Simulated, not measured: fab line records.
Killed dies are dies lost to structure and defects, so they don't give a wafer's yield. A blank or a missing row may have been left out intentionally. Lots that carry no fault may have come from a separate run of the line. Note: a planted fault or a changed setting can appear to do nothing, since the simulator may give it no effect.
fab line records ; flow n5Finfet
record: lots: 5; wafers: 15; lastDay: 17
route steps=1938 shown BEOL_M12@1615
lots untouched by any fault: they come from a run of this same line in which no faults occurred
startH: hours from the record's opening day to when the first of the lot's shown wafers began ; waitH: how many hours have passed since the lot's step before this one ; " as in the row above ; L1.1+2: a single row standing in for several wafers ; - no value present, or no start provided ; * or withheld: withheld ; < > ~ a bound
route shown NAME@n: names a module that has steps shown in the file, with the first one's number in the route ; usual: mean/standard deviation taken from wafers without a fault ; same: alike in all rows ; chamber/n: place in a boat ; sites: per-site readings ; _std_site: how widely they spread, as a standard deviation ; _edge_site: outer sites' mean less inner sites' ; radiusMm: how far each site lies from the wafer's centre ; mask NAME#n: copy n ; behind: the last tool/chamber to shape the wafer ; hold: what put the lot on hold/how long, in hours/how the hold closed ; device: names the non-switching transistor (n, p or np) ; end of line: the tests these same wafers got at the end of their route ; a step given without rows: its recipe and nothing more ; killed: dies that structure and defects cost at the first sort, which is not the same as the wafer's yield ; map: shows each die of a wafer: x if killed, . if not, _ if none is there
set.NAME: the setting as run; set.NAME@STEP: as run at that earlier step ; model.NAME: the simulator's own value behind a step, which no gauge read
certain route steps with their lots: each step a table, each wafer a row
services: when a tool's chamber went out of use (startH, in hours from the record's first day, below 0 if earlier), for how many hours, and the reason
== steps ==
step: N5_BEOL_M12_DESCUM_15
recipe: chemistry: O2; timeS: 7.9; sourcePowerW: 50; biasPowerW: 20; pressureMtorr: 20; rfFrequencyHz: 2.712e+07; tempC: 40; o2FlowSccm: 225
step: N5_BEOL_M12_ETCH_59
recipe: chemistry: N2/H2; target: BARC; targetDepthA: 890; overetchA: 267; timeS: 67.9; ionEnergyEv: 200; pressureMtorr: 30; sourceW: 840; biasW: 150; n2FlowSccm: 200; h2FlowSccm: 200
step: N5_BEOL_M12_VIA_ETCH_16
recipe: chemistry: C4F8/O2/Ar; target: SiOC; pressureMtorr: 30; sourceW: 3000; biasW: 700; Ar_flow_sccm: 400; C4F8_flow_sccm: 15; O2_flow_sccm: 8; heInnerTorr: 15; heOuterTorr: 30; targetDepthA: 7248; timeS: withheld; ionEnergyEv: 250; ends: cleared
step: N5_BEOL_M12_STRIP_63
recipe: chemistry: N2/H2; powerW: 1000; tempC: 250; h2Frac: 0.65; overashFraction: 0.3; pressureMtorr: 1000; n2FlowSccm: 1750; h2FlowSccm: 3250
step: N5_BEOL_M12_STRIP_64
recipe: chemistry: N2/H2; powerW: 1000; tempC: 250; h2Frac: 0.65; overashFraction: 0.3; pressureMtorr: withheld; n2FlowSccm: 1750; h2FlowSccm: 3250
step: N5_BEOL_M12_STRIP_71
recipe: chemistry: postEtchResidueRemover; timeS: 60; tempC: 25; removerPh: withheld; removerWaterWtPct: withheld; removerFluorideWtPct: withheld
step: N5_BEOL_M12_SRD_72
recipe: timeS: 30; tempC: 23; rinseLiquid: diw; dry: n2Spin; spinRpm: 1500; dryTimeS: 30
step: N5_BEOL_M12_COAT_65
recipe: resist: SOC; tempC: 250; timeS: 60; spinRpm: 1500; resistThkNm: 300
step: N5_BEOL_M12_COAT_66
recipe: resist: SiARC; tempC: 220; timeS: 60; spinRpm: 1500; resistThkNm: 110
step: N5_BEOL_M12_COAT_22
recipe: spinRpm: 2888; resistThkNm: 300
usual: spinSpeedRpm: 2887.8/1.8
lot.wafer;tool;chamber;startH;waitH;spinSpeedRpm;model.coat_of_BEOL_M12_COAT_22.thkNm
L898.2;lithoTrack-03;0;279.55;-;2887.2;298.6
L898.4;lithoTrack-03;0;279.55;-;2885.5;300.2
L898.6;lithoTrack-03;0;279.55;-;2886.6;299.4
L901.1;lithoTrack-03;0;306.22;-;2723.2;307.6
L901.3;lithoTrack-03;0;306.22;-;2722.4;307.2
L901.4;lithoTrack-03;0;306.22;-;2723.6;307
L900.2;lithoTrack-03;0;306.45;-;2722.4;309.6
L900.3;lithoTrack-03;0;306.45;-;2723.0;310
L900.6;lithoTrack-03;0;306.45;-;2721.7;309.2
L902.2;lithoTrack-03;0;319.92;-;2722.4;307.4
L902.3;lithoTrack-03;0;319.92;-;2721.1;307.6
L902.6;lithoTrack-03;0;319.92;-;2720.4;307.6
L912.2;lithoTrack-02;0;364.26;-;2887.4;302
L912.3;lithoTrack-02;0;364.26;-;2889.9;301.4
L912.5;lithoTrack-02;0;364.26;-;2890.0;301.4
step: N5_BEOL_M12_EBR_24
recipe: solvent: PGMEA; ebrWidthMm: 1.5
step: N5_BEOL_M12_SOFTBAKE_23
recipe: tempC: 130; timeS: 60
step: N5_BEOL_M12_EXPOSE_25
recipe: maskId: M12; na: 0.93; sourceShape: conventional; sigmaOuter: 0.4; polarization: unpolarized; doseMj: 21.8
step: N5_BEOL_M12_PEB_26
recipe: pebTempC: 130; pebTimeS: 90
step: N5_BEOL_M12_DEVELOP_27
recipe: developTimeS: 45; rinseLiquid: diw; dry: airSpin; devTempC: 21
step: N5_BEOL_M12_HARDBAKE_32
recipe: tempC: 130; timeS: 120
step: N5_BEOL_M12_DESCUM_33
recipe: chemistry: O2; timeS: 7.9; sourcePowerW: 50; biasPowerW: 20; pressureMtorr: 20; rfFrequencyHz: 2.712e+07; tempC: 40; o2FlowSccm: 225
step: N5_BEOL_M12_ETCH_67
recipe: chemistry: CF4; target: SiARC; targetDepthA: 1430; timeS: 238.3; ionEnergyEv: 80; pressureMtorr: 40; sourceW: 545; biasW: 36; Ar_flow_sccm: 100; cf4FlowSccm: 100; ends: cleared
usual: chamberPressureMTorr: 40.00/0.036; drypumpMotorCurrentA: 5.8/0.32; etchRfOnTimeS: 239/4.1; oesProductAu: 0.67/0.053; rfVppV: 184.0/1.3; showerheadPlenumPTorr: 2.14/0.083; throttleValvePct: 15.64/0.29
lot.wafer;tool;chamber;startH;waitH;chamberPressureMTorr;drypumpMotorCurrentA;etchRfOnTimeS;oesProductAu;rfHoursCounterH;rfVppV;showerheadPlenumPTorr;throttleValvePct;model.coat_of_BEOL_M12_COAT_22.thkNm
L898.2;rieDiel-03;3;279.96;0.0;39.93;6.0;238;0.62;202;183.2;2.05;15.91;210
L898.4;rieDiel-03;1;279.96;0.0;40.02;6.3;236;0.74;47;183.9;2.09;15.25;212
L898.6;rieDiel-03;1;279.96;0.0;39.97;6.3;238;0.73;-;182.7;2.09;15.26;210.8
L901.1;rieDiel-04;3;307.12;0.0;39.96;5.6;242;0.68;79;184.4;2.26;15.73;218.8
L901.3;rieDiel-04;1;307.12;0.0;40.03;6.2;237;0.69;75;185.4;2.26;15.60;218.4
L901.4;rieDiel-04;2;307.12;0.0;39.96;5.6;240;0.61;220;185.2;2.20;16.11;218.2
L900.2;rieDiel-03;0;307.18;0.0;39.98;5.1;237;0.72;48;184.6;2.09;15.51;220.8
L900.3;rieDiel-03;2;307.18;0.0;40.02;5.5;241;0.62;190;185.1;2.21;16.03;221.2
L900.6;rieDiel-03;3;307.18;0.0;39.92;5.9;238;0.63;-;183.5;2.05;15.92;220.2
L902.2;rieDiel-01;3;320.45;0.0;39.99;5.7;232;0.63;176;182.5;2.05;15.90;218.8
L902.3;rieDiel-01;0;320.45;0.0;39.97;6.0;240;0.65;154;182.3;2.05;15.37;218.8
L902.6;rieDiel-01;1;320.45;0.0;39.96;5.9;236;0.77;-;182.2;2.10;15.32;218.6
L912.2;rieDiel-04;2;365.12;0.0;40.04;5.6;241;0.59;244;185.4;2.19;16.16;213.4
L912.3;rieDiel-04;3;365.12;0.0;40.03;5.6;240;0.65;102;182.3;2.25;15.77;212.8
L912.5;rieDiel-04;0;365.12;0.0;40.01;5.4;234;0.68;-;182.6;2.07;15.40;212.6
step: N5_BEOL_M12_ETCH_68
recipe: chemistry: N2/H2; target: SOC; maskMaterial: SiARC; sourceW: 3000; biasW: 350; tempC: 40; timeS: 285; ionEnergyEv: 200; pressureMtorr: 30; n2FlowSccm: 200; h2FlowSccm: 200
== services ==
tool;chamber;startH;hours;kind
rieDiel-01;2;290.57;-;clean
rieDiel-01;2;290.57;-;consumableReplace:focusRing
rieDiel-01;2;290.57;21.6;scheduledDown
rieDiel-01;2;290.57;21.6;ventCycle
rieDiel-04;1;344.77;30.9;repair
rieDiel-03;-;361.14;2.8;pm
== key ==
firstSign: step: N5_BEOL_M12_COAT_22; reading: spinSpeedRpm; direction: down; sigmas: 93; usual: *; struck: *
effect none on later readings
modelEffect: step: N5_BEOL_M12_COAT_22; value: coat_of_BEOL_M12_COAT_22.thkNm; without: 299.2; struck: 308.1
modelEffect: step: N5_BEOL_M12_ETCH_67; value: coat_of_BEOL_M12_COAT_22.thkNm; without: 210.4; struck: 219.3
metAt N5_BEOL_M12_COAT_22
struckWafers L900.2,L900.3,L900.6,L901.1,L901.3,L901.4,L902.2,L902.3,L902.6
onsetBetween 279.55 306.22
fault: kind: processParameterDrift; tool: lithoTrack-03; chamber: -; onsetH: 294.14; steps: N5_BEOL_M12_COAT_22; channel: spinRpm; offset: *; shape: step; endH: 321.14; actsIn: *; stated: *
